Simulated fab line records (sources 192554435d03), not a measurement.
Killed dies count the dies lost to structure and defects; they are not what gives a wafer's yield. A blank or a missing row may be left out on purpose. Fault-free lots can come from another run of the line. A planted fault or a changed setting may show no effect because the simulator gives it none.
Struck lot and sound lot, side by side + flow n5_finfet + 24 steps out of a route of 1938
Sound: these wafers, L508.2, L508.3, L508.4. Wafers L511.1, L511.3, L511.5 were the ones struck. The cause comes at the end.
For every step that has rows: the tool of each side, followed by ch and its chambers, followed by its first start. Under that, the readings that differ: sound wafers + struck wafers + difference of the means + sigmas: that difference in standard deviations of wafers without a fault.
alike: readings with means less than 2 such deviations apart, plus words and numbers identical on both sides. not compared: withheld readings, readings lacking a value on some wafer, bounds such as >300 that could conceal the same value, and numbers that have no deviation in the record and whose values overlap.
Wherever a step has rows on one side only, a row that says differs or no value, or a row with sigmas, the two part there. When numbers do not overlap yet have no deviation, they are printed without sigmas and do not part them. A reading that every wafer of one side lacks parts them only if that side has two wafers or more.

first, 9 steps without rows for these wafers: N5_BEOL_M2_ILD_DEP_00 (deposits SiOC from DEMS/O2, target thk 79 nm, time 15.3 s); N5_BEOL_M2_PECVD_72 (deposits SiO2 from TEOS/O2, target thk 16 nm, time 18 s); N5_BEOL_M2_HM_DEP_02 (deposits TiN, target thk 20 nm); N5_BEOL_M2_COAT_61 (time 60 s, resist thk 60 nm); N5_BEOL_M2_COAT_62 (time 60 s, resist thk 12 nm); N5_BEOL_M2_COAT_73 (time 60 s, resist thk 5 nm); N5_BEOL_M2_COAT_05 (resist thk 30 nm); N5_BEOL_M2_EBR_07; N5_BEOL_M2_SOFTBAKE_06 (time 60 s).
N5_BEOL_M2_EXPOSE_08: exposes mask M2.
  sound on euv_scanner-01 ch 0, day 9 01:42; struck on euv_scanner-01 ch 0, day 9 17:36
| reading              | sound             | struck            | difference | sigmas |
|----------------------|-------------------|-------------------|------------|--------|
| exposure_dose_mJ_cm2 | 41.35 41.26 41.32 | 42.46 42.44 42.40 | +1.12      | +20    |
  alike: mask
then, 2 steps without rows for these wafers: N5_BEOL_M2_PEB_09 (peb time 60 s); N5_BEOL_M2_DEVELOP_10 (develop time 30 s).
N5_BEOL_M2_CD_MEAS_11: the cd target is 16.79 nm.
  sound on cd_sem-02 ch 0, day 9 01:49; struck on cd_sem-03 ch 0, day 9 17:44
| reading    | sound             | struck            | difference | sigmas |
|------------|-------------------|-------------------|------------|--------|
| cd_nm (nm) | 16.85 16.82 16.97 | 17.83 17.73 17.62 | +0.85      | +4     |
then, 1 step without rows for these wafers: N5_BEOL_M2_DESCUM_16 (chemistry O2, time 7 s).
N5_BEOL_M2_ETCH_74: etches underlayer in N2/H2, target depth 6.5 nm, time 5.2 s.
  sound on rie_diel-03 ch 1,2,3, day 9 01:59; struck on rie_diel-03 ch 0,3, day 9 18:09
| reading                         | sound     | struck    | difference | sigmas |
|---------------------------------|-----------|-----------|------------|--------|
| model.BEOL_M2.cd_offset_nm (nm) | 0 0.2 0.2 | 0.8 1 0.8 | +0.7       |        |
  alike: drypump_motor_current_A, etch_rf_on_time_s, h2_flow_sccm, oes_product_au, rf_vpp_V, showerhead_plenum_p_Torr, throttle_valve_pct
  not compared: rf_hours_counter_h
then, 5 steps without rows for these wafers: N5_BEOL_M2_ETCH_63 (etches SiARC in CF4, target depth 15.6 nm, time 26 s); N5_BEOL_M2_ETCH_64 (etches SOC in N2/H2, target depth 75 nm, overetch 22.5 nm, time 121.9 s); N5_BEOL_M2_STRIP_65 (strips in N2/H2); N5_BEOL_M2_STRIP_75 (strips in N2/H2); N5_BEOL_M2_STRIP_66 (strips in CF4).
N5_BEOL_M2_HM_OPEN_17: chemistry Cl2/BCl3, target TiN, target depth 20 nm, overetch 6 nm.
  sound on rie_metal-03 ch 0,1, day 9 02:13; struck on rie_metal-01 ch 0,1, day 9 18:22
| reading                         | sound      | struck  | difference | sigmas |
|---------------------------------|------------|---------|------------|--------|
| model.BEOL_M2.cd_offset_nm (nm) | -0.2 0 0.2 | 1 1 0.8 | +1         |        |
  alike: drypump_motor_current_A, oes_product_au, throttle_valve_pct
  not compared: rf_hours_counter_h
then, 1 step without rows for these wafers: N5_BEOL_M2_STRIP_19 (strips in O2).
N5_BEOL_M4_RC_MEAS_101:
  sound on prober-02 ch 0, day 10 17:31; struck on prober-02 ch 0, day 11 10:38
| reading       | sound          | struck         | difference | sigmas |
|---------------|----------------|----------------|------------|--------|
| DIBL_N (mV/V) | 34.9 36.2 34.3 | 38.9 37.4 37.7 | +2.9       | +2     |
| SS_P (mV/dec) | 72.5 72.3 72.3 | 74.2 73.0 73.7 | +1.3       | +2     |
  alike: DIBL_P, IOFF_N, IOFF_P, ION_N, ION_P, SS_N, VT_N, VT_P
-- a jump in the record: the struck wafers' starts before and after are 4 days apart (it breaks off in module BEOL_M4 and resumes in module PASSIVATION, where the first step shown is number 1936 of the route) --
N5_PASSIVATION_PROBE_49:
  sound: prober-01 at day 14 12:58; struck: prober-01 at day 15 15:24
| reading                  | sound          | struck         | difference | sigmas |
|--------------------------|----------------|----------------|------------|--------|
| defect_limited_yield (%) | 91.9 91.7 92.2 | 85.3 90.7 90.6 | -3.1       | -2     |
| killed_at_M0_to_M3       | 19 40 44       | 83 53 61       | +31        | +3     |
| killed_at_M4_up          | 8 2 7          | 17 15 11       | +9         | +2     |
| killed_dies              | 96 98 92       | 173 110 111    | +36        | +2     |
| sort_bin_6_memory (%)    | 2.9 2.5 3.0    | 5.2 3.7 3.8    | +1.4       | +2     |
| sort_n_pass              | 1084 1082 1088 | 1007 1070 1069 | -36        | -2     |
| sort_yield_pct (%)       | 91.9 91.7 92.2 | 85.3 90.7 90.6 | -3.1       | -2     |
  alike: killed_at_contacts, killed_at_front_end, killed_at_other, killed_open, killed_short, sort_bin_5_function

== WHERE THEY PART ==
At N5_BEOL_M2_EXPOSE_08 first; at N5_PASSIVATION_PROBE_49 last (within this record only).

WHY: the cause the simulator had injected
Process parameter drift: euv_scanner-01, from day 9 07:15 on, at N5_BEOL_M2_EXPOSE_08. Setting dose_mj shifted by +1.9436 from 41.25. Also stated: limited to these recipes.
